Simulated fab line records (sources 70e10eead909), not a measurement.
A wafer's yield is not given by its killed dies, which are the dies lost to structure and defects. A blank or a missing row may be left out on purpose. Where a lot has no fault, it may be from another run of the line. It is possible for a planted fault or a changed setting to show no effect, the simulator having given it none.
Chamber matching | flow nand_harc | 4 sister chambers for NHARC_A_ZERO_WELL_ETCH_19 on rie_diel-02
The step etches the open film in N2/H2, target depth 80 nm, overetch 24 nm, time 87.88 s. 7 wafers are shown with their chamber, then 10 later ones without.

## EACH WAFER AND ITS CHAMBER
wafer  | chamber | drypump_motor_current_A (A) | rf_vpp_V (V)
L941.4 | 3       | 5.85                        | 434.2
L941.6 | 2       | 5.74                        | 434.3
L944.2 | 0       | 5.49                        | 429.4
L944.3 | 1       | 5.78                        | 430.0
L944.5 | 1       | 5.78                        | 430.2
L948.1 | 2       | 5.77                        | 433.7
L948.2 | 0       | 5.50                        | 429.0

## WAFERS WITHOUT THEIR CHAMBER
wafer  | drypump_motor_current_A (A) | rf_vpp_V (V)
L948.4 | 5.81                        | 428.3
L954.1 | 5.78                        | 428.0
L954.3 | 5.84                        | 435.4
L954.4 | 5.75                        | 433.6
L955.1 | 5.75                        | 434.6
L955.2 | 5.82                        | 433.0
L955.3 | 5.74                        | 430.4
L957.1 | 5.73                        | 433.6
L957.3 | 5.49                        | 428.8
L957.5 | 5.79                        | 435.1

## WHICH CHAMBER EACH ONE RAN IN
wafer  | from the rows above     | in truth
L948.4 | 1                       | 1
L954.1 | 1                       | 1
L954.3 | 3                       | 3
L954.4 | 2                       | 2
L955.1 | 2                       | 2
L955.2 | can't be placed: 3 or 2 | 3
L955.3 | 1                       | 1
L957.1 | 2                       | 2
L957.3 | 0                       | 0
L957.5 | can't be placed: 2 or 3 | 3
Placed correctly: 8 of 10. From these rows, 2 cannot be placed; in 2 the true chamber is one of the candidates. Number placed wrongly: 0.
How it was worked out, from the rows above alone: a wafer's distance from a chamber is the root of the sum, over the readings, of the square of ((its reading less the chamber's mean) divided by the reading's scatter). If the next closest chamber is less than 2 further off than the closest, the wafer can't be placed; otherwise it belongs to the closest. For every chamber, the mean is computed from those of its wafers that are shown. How the scatter is found: for the shown wafers, subtract from each reading the mean of its chamber, square and add these, divide the total by (wafers less chambers), then take the root.
